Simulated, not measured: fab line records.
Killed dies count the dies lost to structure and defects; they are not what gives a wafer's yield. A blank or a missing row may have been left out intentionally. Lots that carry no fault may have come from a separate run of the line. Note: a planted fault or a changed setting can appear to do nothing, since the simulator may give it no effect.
Code-filled problem report in 8D (eight disciplines) form | flow n5-finfet | the parts of the form that need people (team, actions taken, sign-off) are left out

== 1. THE ISSUE ==
At N5_BEOL_M7_CMP_52, time-to-endpoint-s averages 117.3 s over 3 wafers from 3 lots, while fault-free wafers read 63.7 s, standard deviation 2.4. Measured from the usual mean, that is +22 standard deviations.
The step: polishes, stops on SiCOH lowk, t overpolish 6.9 s, target thk 80 nm.
First observed at day 9 20:28: wafer L790.4, on cmp-02. The record has a number at this step for 33 wafers belonging to 11 lots. The rule behind "out" and "out of limits": a value lying over 4 standard deviations away from the usual mean. The rest of the wafers with a number are treated as sound.

== 2. WHAT IT IS, WHAT IT ISN'T ==
question                    | is                     | is not
which readings at this step | time-to-endpoint-s     | motor-current-A, platen-rpm
which lots                  | L790, L791, L792       | L786, L788, L789, L799, L803, L804, L805, L808
which wafers of those lots  | L790.4, L791.1, L792.1 | L790.3, L790.5, L791.2, L791.6, L792.2, L792.5
read on which tools         | cmp-02, cmp-03, cmp-04 | -
when                        | from day 9 20:28       | up to then (11 sound wafers); but 19 sound wafers of L791, L792, L799, L803, L804, L805, L808 came after

== 3. WHAT RULES OUT EACH SUSPECT ==
Counting: if a tool at a process step up to the reading ran every lot that is out, it stays a suspect. Sound lots after the first of them don't rule it out here, since some wafers of a struck lot are sound.
- pvd-sputter-02 at N5_BEOL_M7_PRE_CLEAN_45 (time 30 s): kept. It ran every lot that is out, first L790 (day 9 19:22); its last sound lot up to then is L788 (day 9 14:38).
- ecd-cu-01 at N5_BEOL_M7_ECD_50 (material Cu, target thk 300 nm): kept. It ran every lot that is out, first L790 (day 9 20:05); its last sound lot up to then is L789 (day 9 16:58).
Left after counting: pvd-sputter-02 at N5_BEOL_M7_PRE_CLEAN_45, ecd-cu-01 at N5_BEOL_M7_ECD_50.

== 4. THE CAUSE (what the simulator had put in) ==
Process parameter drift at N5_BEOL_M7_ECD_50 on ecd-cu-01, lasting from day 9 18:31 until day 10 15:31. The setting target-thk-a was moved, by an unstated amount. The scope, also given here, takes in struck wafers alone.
Counting leaves 2 suspects; this tool is one of them.

== 5. THE CHAIN OF EFFECTS, in route order ==
Rows list readings where the struck wafers' mean (over those with a number) sits beyond 3 standard deviations from the usual. Readings are gone through only where the record gives a usual standard deviation; hours: the median, over the lots, of the time from a lot's start at the first step in this table giving one to that lot's start at this step; sigmas: the change measured in usual standard deviations.
hours | step              | reading            | usual  | on struck wafers | change | sigmas
0     | N5_BEOL_M7_CMP_52 | time-to-endpoint-s | 63.7 s | 117.3            | +53.6  | +22
Here are the process steps it includes:
- N5_BEOL_M7_CMP_52: polishes, stops on SiCOH lowk, t overpolish 6.9 s, target thk 80 nm.
At these later measuring or inspecting steps, every struck wafer for which the step has a row has a number for every such reading, and none has moved that far: N5_BEOL_M7_RS_MEAS_57.

== 6. WHAT WOULD HAVE CAUGHT IT SOONER ==
2 hours passed between the start of the fault at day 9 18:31 and the first reading out of limits in this record, taken at day 9 20:28.
Among the 3 lots that are out, L791, L792 began N5_BEOL_M7_ECD_50 on ecd-cu-01 after day 9 20:28. A hold on the tool at that time would have spared those 2.
